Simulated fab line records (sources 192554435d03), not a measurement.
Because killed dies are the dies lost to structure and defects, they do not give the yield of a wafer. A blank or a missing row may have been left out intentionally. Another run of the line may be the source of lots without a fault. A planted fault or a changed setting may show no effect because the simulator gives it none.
One fault through the eyes of 2 desks + flow n5 finfet + every desk sees just its own numbers, and what lay behind them comes last

== THE METROLOGY DESK ==
What the gauges read for every lot (on any tool): the sampled wafers with a number, averaged. If a lot's mean is further than 4 standard deviations from the usual mean, the lot is out of limits and carries the mark OUT (the distance appears in the brackets).
Columns: A = cd nm at N5_BEOL_M11_CD_MEAS_28, usual 69.8 nm; B = cd nm at N5_BEOL_M11_CD_MEAS_35, usual 69.9 nm
| lot  | first seen here | A    | B    |
|------|-----------------|------|------|
| L102 | day 12 11:52    | 70.1 | 69.9 |
| L103 | day 13 06:50    | 70.2 | 69.6 |
| L107 | day 14 05:41    | 70.1 | 70.3 |
| L110 | day 16 15:08    | 69.6 | 69.5 |
| L111 | day 16 20:38    | 69.7 | 69.9 |
| L112 | day 17 02:39    | 69.5 | 70.1 |
| L117 | day 17 23:58    | 71.3 | 69.7 |
| L114 | day 18 00:08    | 70.0 | 70.1 |
| L115 | day 18 12:20    | 69.4 | 70.4 |
| L123 | day 20 12:31    | 68.8 | 69.5 |
| L109 | day 20 12:43    | 68.4 | 70.2 |
This desk's verdict: no lot among the 11 shows anything out of limits.

== TOOL OWNER'S DESK, ald metal-03 ==
The tool's own readings at N5_BEOL_M11_ALD_74 (deposits TaN, target thk 2 nm, pulse time 2 s, purge time 3 s): means of the sampled wafers that have a number, for each lot that ran on this tool. If a lot's mean is further than 4 standard deviations from the usual mean, the lot is out of limits and carries the mark OUT (the distance appears in the brackets).
Columns: A = chamber pressure Torr at N5_BEOL_M11_ALD_74, usual 3.000 Torr; B = heater power w at N5_BEOL_M11_ALD_74, usual 401 W; C = susceptor temp C at N5_BEOL_M11_ALD_74, usual 275.02 C
| lot  | first seen here | A     | B   | C      |
|------|-----------------|-------|-----|--------|
| L102 | day 12 13:25    | 2.994 | 361 | 275.10 |
| L103 | day 13 08:24    | 2.993 | 382 | 275.12 |
| L107 | day 14 06:58    | 3.009 | 406 | 274.94 |
| L110 | day 16 16:42    | 3.003 | 383 | 274.99 |
| L111 | day 16 21:54    | 2.998 | 407 | 274.89 |
| L112 | day 17 04:31    | 3.003 | 399 | 274.94 |
| L117 | day 18 01:26    | 3.005 | 351 | 275.25 |
| L114 | day 18 01:42    | 3.001 | 407 | 275.00 |
| L109 | day 20 14:42    | 3.005 | 392 | 275.11 |
This desk's verdict: no lot among the 9 shows anything out of limits.

== ALL TOGETHER ==
At the metrology desk, nothing out of limits was observed.
The tool owner's desk saw nothing out of limits.

== WHAT HAD BEEN PUT IN BY THE SIMULATOR ==
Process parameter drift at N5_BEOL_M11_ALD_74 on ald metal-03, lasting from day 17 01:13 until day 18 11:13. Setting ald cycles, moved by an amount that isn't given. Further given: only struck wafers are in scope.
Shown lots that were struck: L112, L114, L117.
